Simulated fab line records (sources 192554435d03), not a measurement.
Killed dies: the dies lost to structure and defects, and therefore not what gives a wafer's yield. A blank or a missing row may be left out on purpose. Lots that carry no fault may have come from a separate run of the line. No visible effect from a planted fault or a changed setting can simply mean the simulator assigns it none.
Matching of chambers + flow n5Finfet + rieDiel-02 running N5_BEOL_M8_STRIP_67: 4 sister chambers
The step strips in CF4. 22 wafers are shown with their chamber, then 11 later ones without.

== WAFERS, EACH WITH ITS CHAMBER ==
| wafer  | chamber | showerheadPlenumPTorr (Torr) | drypumpMotorCurrentA (A) | throttleValvePct (%) |
|--------|---------|------------------------------|--------------------------|----------------------|
| L077.1 | 1       | 1.71                         | 4.8                      | 13.62                |
| L077.2 | 0       | 1.80                         | 5.5                      | 13.20                |
| L077.3 | 2       | 1.83                         | 5.6                      | 13.69                |
| L077.4 | 3       | 1.80                         | 5.8                      | 13.58                |
| L077.5 | 1       | 1.71                         | 4.8                      | 13.62                |
| L077.6 | 0       | 1.80                         | 5.4                      | 13.20                |
| L076.1 | 2       | 1.83                         | 5.6                      | 13.68                |
| L076.3 | 3       | 1.80                         | 5.8                      | 13.54                |
| L076.4 | 1       | 1.71                         | 4.8                      | 13.61                |
| L080.1 | 3       | 1.80                         | 5.8                      | 13.57                |
| L080.3 | 2       | 1.83                         | 5.6                      | 13.70                |
| L080.5 | 0       | 1.80                         | 5.5                      | 13.22                |
| L081.2 | 3       | 1.80                         | 5.8                      | 13.58                |
| L081.3 | 1       | 1.70                         | 4.8                      | 13.65                |
| L081.6 | 2       | 1.83                         | 5.6                      | 13.69                |
| L083.1 | 2       | 1.83                         | 5.6                      | 13.73                |
| L083.2 | 3       | 1.80                         | 5.9                      | 13.62                |
| L083.3 | 0       | 1.79                         | 5.5                      | 13.23                |
| L083.4 | 0       | 1.79                         | 5.5                      | 13.25                |
| L083.5 | 2       | 1.83                         | 5.6                      | 13.73                |
| L083.6 | 3       | 1.80                         | 5.9                      | 13.62                |
| L089.1 | 2       | 1.83                         | 5.6                      | 13.74                |

SIGNATURES, as means of the wafers listed above
| reading               | chamber 0 | chamber 1 | chamber 2 | chamber 3 | scatter within a chamber |
|-----------------------|-----------|-----------|-----------|-----------|--------------------------|
| showerheadPlenumPTorr | 1.7960    | 1.7075    | 1.8300    | 1.8000    | 0.00329                  |
| drypumpMotorCurrentA  | 5.480     | 4.800     | 5.600     | 5.833     | 0.0344                   |
| throttleValvePct      | 13.2200   | 13.6250   | 13.7086   | 13.5850   | 0.0246                   |
Rule: distance of a wafer from a chamber = root of the sum over the readings of ((wafer's reading minus chamber's mean) / reading's scatter) squared. The wafer belongs to the nearest chamber; if the next one is less than 2 further off, it can't be placed. The scatter: take each reading less its chamber's mean, square it, sum over the shown wafers, divide by the number of wafers less the number of chambers, and take the root.

== WAFERS WITHOUT THEIR CHAMBER ==
| wafer  | showerheadPlenumPTorr (Torr) | drypumpMotorCurrentA (A) | throttleValvePct (%) |
|--------|------------------------------|--------------------------|----------------------|
| L089.2 | 1.79                         | 5.5                      | 13.27                |
| L089.3 | 1.79                         | 5.8                      | 13.64                |
| L089.4 | 1.91                         | 4.8                      | 13.08                |
| L089.5 | 1.83                         | 5.6                      | 13.75                |
| L089.6 | 1.91                         | 4.8                      | 13.09                |
| L093.2 | 1.91                         | 4.8                      | 13.11                |
| L093.3 | 1.82                         | 5.6                      | 13.75                |
| L093.4 | 1.79                         | 5.5                      | 13.30                |
| L095.2 | 1.79                         | 5.8                      | 13.67                |
| L095.4 | 1.91                         | 4.8                      | 13.14                |
| L095.6 | 1.82                         | 5.6                      | 13.79                |

== EACH ONE'S CHAMBER ==
| wafer  | from the rows above     | in truth |
|--------|-------------------------|----------|
| L089.2 | 0                       | 0        |
| L089.3 | 3                       | 3        |
| L089.4 | can't be placed: 0 or 2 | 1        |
| L089.5 | 2                       | 2        |
| L089.6 | can't be placed: 0 or 2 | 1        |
| L093.2 | can't be placed: 0 or 2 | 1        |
| L093.3 | 2                       | 2        |
| L093.4 | 0                       | 0        |
| L095.2 | 3                       | 3        |
| L095.4 | can't be placed: 0 or 2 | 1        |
| L095.6 | 2                       | 2        |
Placed correctly: 7 of 11. From these rows, 4 cannot be placed; in 0 the true chamber is one of the candidates. Placed wrongly: 0.
